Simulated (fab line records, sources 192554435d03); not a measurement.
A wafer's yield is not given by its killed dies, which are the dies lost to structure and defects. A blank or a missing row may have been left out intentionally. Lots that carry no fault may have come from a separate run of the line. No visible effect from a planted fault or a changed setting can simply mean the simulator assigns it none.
Lot-split experiment    flow n5_finfet    7 lots, 39 wafers read, on a route of 1938 steps

== THE SPLIT ==
At N5_FIN_SAQP_HM_DEP_03 (deposits SiNx from SiH4/NH3/N2, target thk 38 nm, time 33.6 s), the setting time_s was moved away from the recipe's 33.6 s on 18 of the 39 wafers read, by -15.3% to +15.0%. All remaining wafers had this setting at the recipe value.

== FROM THE SPLIT TO THE READING: what the file shows between them, 4 steps ==
- N5_FIN_SAQP_THK_MEAS_05
- N5_FIN_SAQP_PECVD_47: deposits a-Si from SiH4/He, target thk 45 nm, time 36.3 s
- N5_FIN_SAQP_PECVD_48: deposits SiNx from SiH4/NH3/N2, target thk 25 nm, time 22.1 s
- N5_FIN_SAQP_MANDREL2_REMOVE_60: chemistry HBr/Cl2/O2, target a-Si, stops on SiNx, bt time 10 s

== THE READING ==
etch.depth_nm (the simulator's own value, which no gauge read), in nm, at N5_FIN_SAQP_HM_OPEN_33 (chemistry CH3F/O2, target SiNx, target depth 49.4 nm, time 70.6 s). The file does not state a usual value for it. Across the 21 wafers here that went through the recipe, the average is 37.49 nm and the standard deviation 0.52 nm.

wafer   tool, chamber at the split  time_s as run, s  against the recipe  etch.depth_nm, nm  against lot-mates on the recipe
L074.1  pecvd-01, 0                 36.79             +9.5%               40.52              +2.80
L074.2  pecvd-01, 1                 36.79             +9.5%               40.52              +2.80
L074.3  pecvd-01, 2                 33.6              recipe              37.42              -
L074.4  pecvd-01, 2                 33.6              recipe              37.7               -
L074.5  pecvd-01, 1                 33.6              recipe              38.04              -
L074.6  pecvd-01, 0                 36.79             +9.5%               41.31              +3.59
L075.1  pecvd-01, 0                 33.6              recipe              37.26              -
L075.2  pecvd-01, 1                 28.73             -14.5%              31.41              -5.88
L075.3  pecvd-01, 2                 33.6              recipe              37                 -
L075.4  pecvd-01, 2                 28.73             -14.5%              31.67              -5.62
L075.5  pecvd-01, 1                 33.6              recipe              37.6               -
L075.6  pecvd-01, 0                 28.73             -14.5%              32.33              -4.96
L078.1  pecvd-01, 1                 33.6              recipe              36.72              -
L078.2  pecvd-01, 0                 38.63             +15.0%              43.6               +6.19
L078.3  pecvd-01, 1                 33.6              recipe              37.41              -
L078.4  pecvd-01, 0                 33.6              recipe              38.1               -
L078.5  pecvd-01, 0                 38.63             +15.0%              43.69              +6.28
L078.6  pecvd-01, 1                 38.63             +15.0%              43.78              +6.37
L079.1  pecvd-04, 0                 33.6              recipe              37.15              -
L079.2  pecvd-04, 2                 33.6              recipe              37.18              -
L079.5  pecvd-04, 0                 33.6              recipe              37.58              -
L083.1  pecvd-04, 1                 31.67             -5.7%               34.21              -2.62
L083.2  pecvd-04, 2                 31.67             -5.7%               34.35              -2.48
L083.3  pecvd-04, 0                 33.6              recipe              36.33              -
L083.4  pecvd-04, 1                 33.6              recipe              37.33              -
L083.5  pecvd-04, 2                 31.67             -5.7%               34.72              -2.11
L083.6  pecvd-04, 0                 33.6              recipe              36.84              -
L084.1  pecvd-01, 2                 33.6              recipe              37.26              -
L084.2  pecvd-01, 0                 37.33             +11.1%              41.6               +3.93
L084.3  pecvd-01, 1                 37.33             +11.1%              41.42              +3.75
L084.4  pecvd-01, 1                 33.6              recipe              37.83              -
L084.5  pecvd-01, 0                 33.6              recipe              37.93              -
L084.6  pecvd-01, 2                 37.33             +11.1%              42.41              +4.74
L086.1  pecvd-04, 0                 28.46             -15.3%              31.75              -6.44
L086.2  pecvd-04, 1                 28.46             -15.3%              31.89              -6.30
L086.3  pecvd-04, 2                 33.6              recipe              37.86              -
L086.4  pecvd-04, 0                 33.6              recipe              38.25              -
L086.5  pecvd-04, 1                 28.46             -15.3%              32.29              -5.90
L086.6  pecvd-04, 2                 33.6              recipe              38.45              -

THE FIT
A straight line over all 39 wafers: etch.depth_nm changes by +0.39 nm for each +1% of time_s; r = +0.99; the points scatter about the line by 0.54 nm.
The same after taking each lot's own level away (the mean of its wafers on the recipe; 39 wafers): +0.391 nm for each +1%; r = +0.99; scatter 0.41 nm.
That fit puts the effect of the largest move of time_s on the reading at 6 nm.
Measured against the standard deviation above, the lots' own levels, which go from 36.833 to 38.187 nm, span 2.6 times it.
The two slopes agree, so the slope changes little with the lot-to-lot level.
Check: for one of the wafers moved furthest among these (-15.3%), held out of the fit, the line's prediction against its lot-mates is -5.97 nm. It came out at -6.44 nm against them.

== THE OTHER SPLITS THESE WAFERS WENT THROUGH ==
Before the reading, these wafers also passed through other splits. Each is held against what the fit with the lots' levels taken away leaves over:
other split on the same wafers         wafers away from the commonest value  r with etch.depth_nm (lot level and that fit taken away)
N5_PMOS_HMC_CHANNEL_EPI_EPI_20 temp_c  18                                    -0.14

== THE WHOLE CHAIN: every reading that the file lists as answering this split, in the file's order ==
step                     what it does                                                       reading                                                                             change (the file's fit)                r (the file's)
N5_FIN_SAQP_HM_DEP_03    deposits SiNx from SiH4/NH3/N2, target thk 38 nm, time 33.6 s      SiNx_of_FIN_SAQP_HM_DEP_03.thk_nm (the simulator's own value, which no gauge read)  +0.391 nm for each +1% of the setting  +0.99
N5_FIN_SAQP_THK_MEAS_05                                                                     thk_nm                                                                              withheld for each +1% of the setting   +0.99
N5_FIN_SAQP_HM_OPEN_33   chemistry CH3F/O2, target SiNx, target depth 49.4 nm, time 70.6 s  etch_rf_on_time_s                                                                   withheld for each +1% of the setting   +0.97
N5_FIN_SAQP_HM_OPEN_33   chemistry CH3F/O2, target SiNx, target depth 49.4 nm, time 70.6 s  etch.depth_nm (the simulator's own value, which no gauge read)                      +0.391 nm for each +1% of the setting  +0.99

== FILE'S OWN FIT ==
etch.depth_nm changes by +0.391 nm for each +1% of time_s, r = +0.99.
